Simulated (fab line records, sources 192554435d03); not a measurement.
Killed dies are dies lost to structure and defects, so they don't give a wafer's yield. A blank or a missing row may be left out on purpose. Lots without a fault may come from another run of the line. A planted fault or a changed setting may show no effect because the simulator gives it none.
fab line records | flow n5_finfet
record lots=7 wafers=39
route steps=1938 shown DUMMY_GATE@246 SD_ACTIVATION@331 HKMG_FIN@402
start_h: hours from the record's first day to the start of the lot's first wafer shown | wait_h: hours since the lot's step before | " the same as in the row above | L1.1+2: a row that stands for several wafers | - no value, or no start given | * or withheld: withheld | < > ~ a bound
route shown NAME@n: a module of which the file shows steps, and the number in the route of the first | usual: mean/standard deviation of fault-free wafers | same: alike in all rows | chamber/n: place in a boat | sites: the reading at each site | _std_site: their standard deviation | _edge_site: outer sites' mean less inner sites' | radius_mm: how far each site lies from the wafer's centre | mask NAME#n: copy n | behind: the tool/chamber that last shaped the wafer | hold: why the lot was held/for how many hours/how that ended | device: the transistor (n, p or np) that didn't switch | end of line: the same wafers' tests at the end of the route | a step without rows: its recipe alone | killed: dies lost to structure and defects at the first sort, not the wafer's yield | map: a wafer's dies, x killed, . not, _ none there
set.NAME: the setting as run; set.NAME@STEP: as run at that earlier step | model.NAME: the simulator's own value behind a step, which no gauge read
lots whose settings were changed on purpose; a table a step, a row a wafer
## steps
# step N5_DUMMY_GATE_ETCH_32
# recipe chemistry=CF4 target=SiO2 target_depth_a=35 time_s=3.9 ion_energy_ev=350 pressure_mtorr=10 icp_w=800 bias_w=400 cf4_flow_sccm=80
# columns lot.wafer tool chamber start_h wait_h set.time_s model.etch.depth_nm
L080.1 rie_si-05 0 84.32 0.1 4.697 4.155
L080.2 " 3 " " 4.697 4.062
L080.3 " 2 " " 3.9 3.428
L080.4 " 1 " " 3.9 3.577
L080.5 " 2 " " 4.697 4.119
L080.6 " 3 " " 3.9 3.388
L083.1 rie_si-05 2 106.82 0.1 3.9 3.433
L083.2 " 0 " " 4.696 4.148
L083.3 " 3 " " 4.696 4.109
L083.4 " 1 " " 4.696 4.288
L083.5 " 3 " " 3.9 3.391
L083.6 " 0 " " 3.9 3.481
L085.1 rie_si-06 1 118.03 0.1 3.9 3.383
L085.2 " 0 " " 4.501 4.073
L085.3 " 2 " " 3.9 3.514
L085.4 " 2 " " 4.501 4.008
L085.5 " 0 " " 4.501 4.085
L085.6 " 1 " " 3.9 3.369
L090.2 rie_si-06 0 146.12 0.1 3.9 3.5
L090.3 " 1 " " 3.9 3.359
L090.4 " 0 " " 3.9 3.501
L092.1 rie_si-01 0 158.36 0.1 3.9 3.471
L092.2 " 3 " " 3.9 3.404
L092.3 " 2 " " 3.9 3.519
L092.4 " 1 " " 3.9 3.374
L092.5 " 0 " " 3.9 3.525
L092.6 " 1 " " 3.9 3.417
L093.1 rie_si-01 0 166.32 0.1 3.9 3.536
L093.2 " 1 " " 3.295 2.912
L093.3 " 3 " " 3.295 2.881
L093.4 " 2 " " 3.295 2.999
L093.5 " 3 " " 3.9 3.415
L093.6 " 2 " " 3.9 3.541
L095.1 rie_si-06 0 173.88 0.1 3.647 3.266
L095.2 " 2 " " 3.9 3.383
L095.3 " 3 " " 3.647 3.289
L095.4 " 1 " " 3.647 3.139
L095.5 " 0 " " 3.9 3.487
L095.6 " 3 " " 3.9 3.529
# step N5_SD_ACTIVATION_LSA_01
# recipe temp_c=1080 time_s=0.0008 ambient=N2
# usual wafer_temp_C_max=1085.9/2.5
# columns lot.wafer tool chamber start_h wait_h set.temp_c wafer_temp_C_max
L080.1 laser_anneal-02 0 96.28 0.2 1080 1083.1
L080.2 " 0 " " 1080 1084.5
L080.3 " 0 " " 1087 1090.5
L080.4 " 0 " " 1080 1083.4
L080.5 " 0 " " 1087 1092.1
L080.6 " 0 " " 1087 1091.2
L083.1 laser_anneal-01 0 118.12 0.2 1067 1075.0
L083.2 " 0 " " 1067 1073.1
L083.3 " 0 " " 1067 1073.8
L083.4 " 0 " " 1080 1086.6
L083.5 " 0 " " 1080 1091.4
L083.6 " 0 " " 1080 1087.6
L085.1 laser_anneal-01 0 131.66 0.2 1080 1088.9
L085.2 " 0 " " 1080 1087.1
L085.3 " 0 " " 1065 1071.0
L085.4 " 0 " " 1065 1072.6
L085.5 " 0 " " 1080 1087.9
L085.6 " 0 " " 1065 1072.3
L090.2 laser_anneal-02 0 156.22 0.2 1080 1084.3
L090.3 " 0 " " 1080 1083.0
L090.4 " 0 " " 1080 1082.6
L092.1 laser_anneal-02 0 169.00 0.2 1080 1084.9
L092.2 " 0 " " 1080 1084.0
L092.3 " 0 " " 1080 1083.5
L092.4 " 0 " " 1080 1083.6
L092.5 " 0 " " 1080 1082.9
L092.6 " 0 " " 1080 1084.2
L093.1 laser_anneal-01 0 177.37 0.2 1080 1088.9
L093.2 " 0 " " 1080 1090.2
L093.3 " 0 " " 1091 1099.5
L093.4 " 0 " " 1080 1090.4
L093.5 " 0 " " 1091 1098.8
L093.6 " 0 " " 1091 1099.4
L095.1 laser_anneal-01 0 185.24 0.2 1080 1087.9
L095.2 " 0 " " 1080 1086.5
L095.3 " 0 " " 1085 1093.0
L095.4 " 0 " " 1085 1094.4
L095.5 " 0 " " 1085 1090.4
L095.6 " 0 " " 1080 1086.3
# step N5_SD_ACTIVATION_RS_MEAS_03
# recipe thk_meas_gauge=four-point-probe
# usual RS_SD_N=21.9/0.31 RS_SD_P=56.2/0.83
# columns lot.wafer tool chamber start_h wait_h set.temp_c@SD_ACTIVATION_LSA_01 RS_SD_N[ohm/sq] RS_SD_P[ohm/sq]
L080.1 film_metro-01 - 96.49 0.2 1080 22.4 58.5
L080.2 " - " " 1080 22.0 58.1
L080.3 " - " " 1087 21.3 57.1
L080.4 " - " " 1080 22.2 57.0
L080.5 " - " " 1087 21.6 57.1
L080.6 " - " " 1087 21.3 57.3
L083.1 film_metro-02 - 118.33 0.2 1067 23.5 56.1
L083.2 " - " " 1067 22.9 56.6
L083.3 " - " " 1067 23.1 56.9
L083.4 " - " " 1080 22.1 57.4
L083.5 " - " " 1080 21.7 56.6
L083.6 " - " " 1080 21.8 57.3
L085.1 film_metro-01 - 131.86 0.2 1080 21.9 56.6
L085.2 " - " " 1080 21.6 55.9
L085.3 " - " " 1065 23.5 56.0
L085.4 " - " " 1065 23.4 57.1
L085.5 " - " " 1080 21.9 56.2
L085.6 " - " " 1065 23.4 56.6
L090.2 film_metro-01 - 156.41 0.2 1080 21.5 56.1
L090.3 " - " " 1080 21.3 54.9
L090.4 " - " " 1080 22.2 55.7
L092.1 film_metro-02 - 169.21 0.2 1080 21.6 56.8
L092.2 " - " " 1080 21.9 56.6
L092.3 " - " " 1080 21.4 56.1
L092.4 " - " " 1080 21.6 55.8
L092.5 " - " " 1080 21.8 55.7
L092.6 " - " " 1080 21.5 56.1
L093.1 film_metro-02 - 177.59 0.2 1080 21.7 55.6
L093.2 " - " " 1080 22.0 55.0
L093.3 " - " " 1091 20.7 55.4
L093.4 " - " " 1080 21.5 56.0
L093.5 " - " " 1091 20.5 55.0
L093.6 " - " " 1091 20.5 54.0
L095.1 film_metro-01 - 185.45 0.2 1080 21.8 56.9
L095.2 " - " " 1080 21.9 56.8
L095.3 " - " " 1085 21.1 56.3
L095.4 " - " " 1085 21.0 56.7
L095.5 " - " " 1085 21.5 57.3
L095.6 " - " " 1080 21.8 57.2
# step N5_HKMG_FIN_ETCH_54
# recipe chemistry=CF4 target=SiARC target_depth_a=455 mask_material=CAR-ArF time_s=75.8 ion_energy_ev=80 pressure_mtorr=40 source_w=545 bias_w=36 Ar_flow_sccm=100 cf4_flow_sccm=100 ends=cleared
# usual rf_vpp_V=184.2/1.3
# columns lot.wafer tool chamber start_h wait_h set.bias_w rf_vpp_V
L080.1 rie_diel-01 1 112.69 0.0 36 184.8
L080.2 " 3 " " 36 181.5
L080.3 " 0 " " 36 183.2
L080.4 " 2 " " 39.92 197.5
L080.5 " 2 " " 39.92 198.6
L080.6 " 3 " " 39.92 196.5
L083.1 rie_diel-01 0 134.44 0.0 36 181.8
L083.2 " 2 " " 36 182.6
L083.3 " 3 " " 36 185.1
L083.4 " 1 " " 36 183.3
L083.5 " 0 " " 36 183.1
L083.6 " 3 " " 36 182.9
L085.1 rie_diel-06 0 144.94 0.0 41.69 204.0
L085.2 " 2 " " 36 182.4
L085.3 " 3 " " 41.69 204.5
L085.4 " 1 " " 41.69 201.1
L085.5 " 2 " " 36 184.2
L085.6 " 3 " " 36 184.8
L090.2 rie_diel-01 0 170.31 0.0 36 182.1
L090.3 " 1 " " 36 181.5
L090.4 " 3 " " 36 183.9
L092.1 rie_diel-02 0 182.41 0.0 36 183.5
L092.2 " 1 " " 36 184.4
L092.3 " 2 " " 36 184.7
L092.4 " 3 " " 36 184.6
L092.5 " 2 " " 36 184.1
L092.6 " 1 " " 36 186.2
L093.1 rie_diel-06 1 190.86 0.0 36 183.0
L093.2 " 3 " " 40.54 199.6
L093.3 " 0 " " 40.54 200.2
L093.4 " 2 " " 36 185.5
L093.5 " 2 " " 36 186.3
L093.6 " 3 " " 40.54 200.8
L095.1 rie_diel-01 3 199.05 0.0 42.11 201.3
L095.2 " 2 " " 36 182.9
L095.3 " 1 " " 36 183.2
L095.4 " 0 " " 42.11 202.6
L095.5 " 0 " " 42.11 202.6
L095.6 " 3 " " 36 184.5
## key
split step=N5_DUMMY_GATE_ETCH_32 setting=time_s stated=3.9 by=wafer
response step=N5_DUMMY_GATE_ETCH_32 reading=model.etch.depth_nm change=+0.0358 per=1% r=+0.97
split step=N5_SD_ACTIVATION_LSA_01 setting=temp_c stated=1080 by=wafer
response step=N5_SD_ACTIVATION_LSA_01 reading=wafer_temp_C_max change=* per=1% r=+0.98
response step=N5_SD_ACTIVATION_RS_MEAS_03 reading=RS_SD_N change=-1.16 per=1% r=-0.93
split step=N5_HKMG_FIN_ETCH_54 setting=bias_w stated=36 by=wafer
response step=N5_HKMG_FIN_ETCH_54 reading=rf_vpp_V change=+1.19 per=1% r=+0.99
